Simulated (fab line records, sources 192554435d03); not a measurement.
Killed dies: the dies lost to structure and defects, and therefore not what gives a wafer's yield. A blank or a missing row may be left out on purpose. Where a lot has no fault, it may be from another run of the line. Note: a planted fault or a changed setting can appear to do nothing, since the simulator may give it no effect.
A lot that was struck, set against a sound lot :: flow n5_finfet :: 28 out of 1938 route steps
Sound: wafers L914.2, L914.3, L914.4. Wafers L916.3, L916.5, L916.6 were the ones struck. The cause is given at the end.
Each step with rows lists, per side, the tool, then ch with its chambers, then its first start. Under that, the readings that differ: sound wafers :: struck wafers :: difference of the means :: sigmas: that difference in standard deviations of wafers without a fault.
alike: same words and numbers on both sides, and readings whose means sit less than 2 such deviations apart. not compared: any withheld reading, any reading some wafer has no value for, any bound like >300 that may hide the same value, and any number with overlapping values for which the record gives no deviation.
The two part at a step that has a row with sigmas, a row that says differs or no value, or rows on one side only. When numbers do not overlap yet have no deviation, they are printed without sigmas and do not part them. A reading missing from all wafers of one side parts the sides only when that side holds two or more wafers.

first, 12 steps without rows for these wafers: N5_MOL_CONTACT_COAG_ETCH_89 (etches underlayer in N2/H2, target depth 13 nm, time 10.4 s); N5_MOL_CONTACT_COAG_ETCH_90 (etches SiARC in CF4, target depth 13 nm, time 21.7 s); N5_MOL_CONTACT_COAG_ALD_131 (deposits SiO2, target thk 5 nm, pulse time 1 s, co reactant pulse time 1 s); N5_MOL_CONTACT_COAG_ETCHBACK_132 (etches SiO2 in CHF3, target depth 10 nm, time 6.7 s); N5_MOL_CONTACT_COAG_ETCH_91 (etches SOC in N2/H2, target depth 60 nm, overetch 21 nm, time 101.2 s); N5_MOL_CONTACT_COAG_STRIP_92 (strips in N2/H2); N5_MOL_CONTACT_COAG_STRIP_93 (strips in N2/H2); N5_MOL_CONTACT_COAG_ETCHBACK_135 (etches SiO2 in CHF3, target depth 25 nm, time 16.7 s); N5_MOL_CONTACT_COAG_STRIP_118 (strips in CHF3); N5_MOL_CONTACT_COAG_VIA_ETCH_46 (etches SiO2 in C4F6/O2, target depth 46 nm, overetch 9.2 nm, time 40 s); N5_MOL_CONTACT_COAG_STRIP_96 (strips in N2/H2); N5_MOL_CONTACT_COAG_ETCH_47 (etches SiNx in CH3F/O2, stops on W, target depth 27 nm).
N5_MOL_CONTACT_COAG_STRIP_119: strips in N2/H2, time 30 s.
  sound on plasma_asher-01 ch 0,1, day 9 01:01; struck on plasma_asher-02 ch 0,1, day 9 09:04
reading: drypump_motor_current_A (A)
sound: 6.51 6.53 6.51
struck: 5.92 6.04 5.94
difference: -0.55
sigmas: -2
  alike: heater_power_w
  not compared: rf_hours_counter_h
then, 11 steps without rows for these wafers: N5_MOL_CONTACT_COAG_PRECLEAN_144 (cleans in alkaline clean, time 60 s); N5_MOL_CONTACT_COAG_SRD_145 (time 30 s); N5_MOL_CONTACT_COAG_COAT_62 (time 60 s, resist thk 60 nm); N5_MOL_CONTACT_COAG_COAT_63 (time 60 s, resist thk 10 nm); N5_MOL_CONTACT_COAG_COAT_64 (time 60 s, resist thk 10 nm); N5_MOL_CONTACT_COAG_COAT_34 (resist thk 40 nm); N5_MOL_CONTACT_COAG_EBR_36; N5_MOL_CONTACT_COAG_SOFTBAKE_35 (time 60 s); N5_MOL_CONTACT_COAG_EXPOSE_37 (exposes mask VD, defocus 0 nm); N5_MOL_CONTACT_COAG_PEB_38 (peb time 60 s); N5_MOL_CONTACT_COAG_DEVELOP_39 (develop time 30 s).
N5_MOL_CONTACT_COAG_INSPECT_42: inspects for defects (brightfield).
  sound on defect_inspect-02, day 9 01:34; struck on defect_inspect-02, day 9 09:44
reading: raw_defect_count
sound: 119 170 158
struck: 1525 1533 1615
difference: +1409
sigmas: +29
then, 1 step without rows for these wafers: N5_MOL_CONTACT_COAG_DESCUM_45 (chemistry O2, time 7 s).
-- a jump in the record: the struck wafers' starts before and after are 4 days apart (it breaks off in module MOL_CONTACT_COAG and resumes in module BEOL_M4, where the first step shown is number 1111 of the route) --
N5_BEOL_M4_RC_MEAS_101:
  sound on prober-02 ch 0, day 12 11:51; struck on prober-02 ch 0, day 13 13:59
  alike: DIBL_N, DIBL_P, IOFF_N, IOFF_P, ION_N, ION_P, SS_N, SS_P, VT_N, VT_P
-- record jumps: 4 days separate the struck wafers' starts on either side; left off in module BEOL_M4, taken up again in module PASSIVATION, whose first shown step is the route's number 1936 --
N5_PASSIVATION_PROBE_49:
  sound on prober-02, day 16 15:19; struck on prober-01, day 18 01:22
reading: defect_limited_yield (%)
sound: 88.8 91.5 92.1
struck: 77.4 77.0 76.1
difference: -14.0
sigmas: -10

reading: killed_at_contacts
sound: 15 5 10
struck: 172 149 155
difference: +149
sigmas: +22

reading: killed_dies
sound: 132 100 93
struck: 267 271 282
difference: +165
sigmas: +10

reading: killed_short
sound: 44 25 25
struck: 36 54 57
difference: +18
sigmas: +2

reading: sort_bin_4_leakage (%)
sound: 0.34 0 0
struck: 0 0 0
difference: +0
sigmas: -4

reading: sort_bin_5_function (%)
sound: 6.9 4.8 5.2
struck: 13.7 13.3 13.8
difference: +8.0
sigmas: +8

reading: sort_bin_6_memory (%)
sound: 3.6 3.5 2.7
struck: 4.7 5.3 5.4
difference: +1.9
sigmas: +3

reading: sort_n_pass
sound: 1044 1080 1087
struck: 913 909 898
difference: -164
sigmas: -7

reading: sort_yield_pct (%)
sound: 88.5 91.5 92.1
struck: 77.4 77.0 76.1
difference: -13.9
sigmas: -7
  alike: killed_at_M0_to_M3, killed_at_M4_up, killed_at_front_end, killed_at_other, killed_open

== WHERE THEY PART ==
First at N5_MOL_CONTACT_COAG_STRIP_119; last, within this record, at N5_PASSIVATION_PROBE_49.

WHY: what had been put in by the simulator
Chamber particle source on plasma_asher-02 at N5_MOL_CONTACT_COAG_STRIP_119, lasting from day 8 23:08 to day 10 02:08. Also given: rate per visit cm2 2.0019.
